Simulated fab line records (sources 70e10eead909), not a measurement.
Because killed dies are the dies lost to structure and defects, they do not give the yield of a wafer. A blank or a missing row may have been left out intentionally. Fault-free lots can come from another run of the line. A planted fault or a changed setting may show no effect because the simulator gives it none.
Problem report, 8D (eight disciplines) form, completed by code | flow nand harc | the parts of the form that need people (team, actions taken, sign-off) are left out

1. PROBLEM STATEMENT
thk nm at NHARC_A_ONON_D1_THK_MEAS_21 reads a mean of 1913 nm on 3 wafers of 3 lots; wafers without a fault read 1003 nm with a standard deviation of 9.5. Relative to the usual mean, that is a shift of +96 standard deviations.
The step: measures by ellipsometry.
The first sign was on wafer L871.2 at day 11 06:50, on film metro-02. The record has a number at this step for 35 wafers belonging to 12 lots. The rule behind "out" and "out of limits": a value lying over 4 standard deviations away from the usual mean. The rest of the wafers with a number are treated as sound.

2. WHAT IT IS; WHAT IT IS NOT
question                    | is                           | is not
which readings at this step | thk nm                       | -
which lots                  | L871, L873, L874             | L859, L860, L862, L863, L867, L875, L878, L879, L882
which wafers of those lots  | L871.2, L873.6, L874.6       | L871.4, L873.3, L873.5, L874.1, L874.4
read on which gauges        | film metro-01, film metro-02 | -
when                        | from day 11 06:50            | up to then (16 sound wafers); but 16 sound wafers of L873, L874, L875, L878, L879, L882 came after

3. THE SUSPECTS, EACH WITH WHAT RULES IT OUT
Counting: if a tool at a process step up to the reading ran every lot that is out, it stays a suspect. Sound lots after the first of them don't rule it out here, since some wafers of a struck lot are sound.
- the gauge at NHARC_A_ONON_D1_THK_MEAS_21 has been ruled out. The wafers that are out were read on 2 gauges (film metro-01, film metro-02).
- pecvd onon-02 at NHARC_A_ONON_D1_DEP_19 (target thk 1000 nm): kept. Every lot that is out went through it, the first being L871 (day 11 06:23); the last sound lot it ran before that was L867 (day 10 05:45).
Left after counting: pecvd onon-02 at NHARC_A_ONON_D1_DEP_19.

4. THE CAUSE (what the simulator had put in)
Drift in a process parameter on pecvd onon-02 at NHARC_A_ONON_D1_DEP_19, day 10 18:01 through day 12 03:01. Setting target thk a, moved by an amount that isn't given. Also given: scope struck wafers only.
Only this tool survived the counting.

5. THE CHAIN OF EFFECTS, in route order
Each row: a reading where the mean over the struck wafers with a number is more than 3 standard deviations away from the usual. Scope: only readings with a usual standard deviation given in the record; hours: median across lots of the time from each lot's start at the first step in this table that gives one to its start at this step; sigmas: change in usual standard deviations.
hours | step                        | reading         | usual   | on struck wafers | change | sigmas
0     | NHARC_A_ONON_D1_THK_MEAS_21 | thk nm          | 1003 nm | 1913             | +910   | +96
275   | NHARC_END_SORT_01           | killed at array | 29      | 673              | +644   | +59
275   | NHARC_END_SORT_01           | killed dies     | 33      | 677              | +644   | +54

6. HOW IT WOULD HAVE BEEN CAUGHT EARLIER
The first out-of-limits reading at a measuring or inspecting step in this record came at day 11 06:50, 13 hours after the fault's start at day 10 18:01.
Of the tool readings at NHARC_A_ONON_D1_DEP_19 for which the record gives a usual standard deviation, none was out on any struck wafer, so an alarm limit of 4 standard deviations on them would not have fired.
Among the 3 lots that are out, L873, L874 began NHARC_A_ONON_D1_DEP_19 on pecvd onon-02 after day 11 06:50. A hold on the tool at that time would have spared those 2.
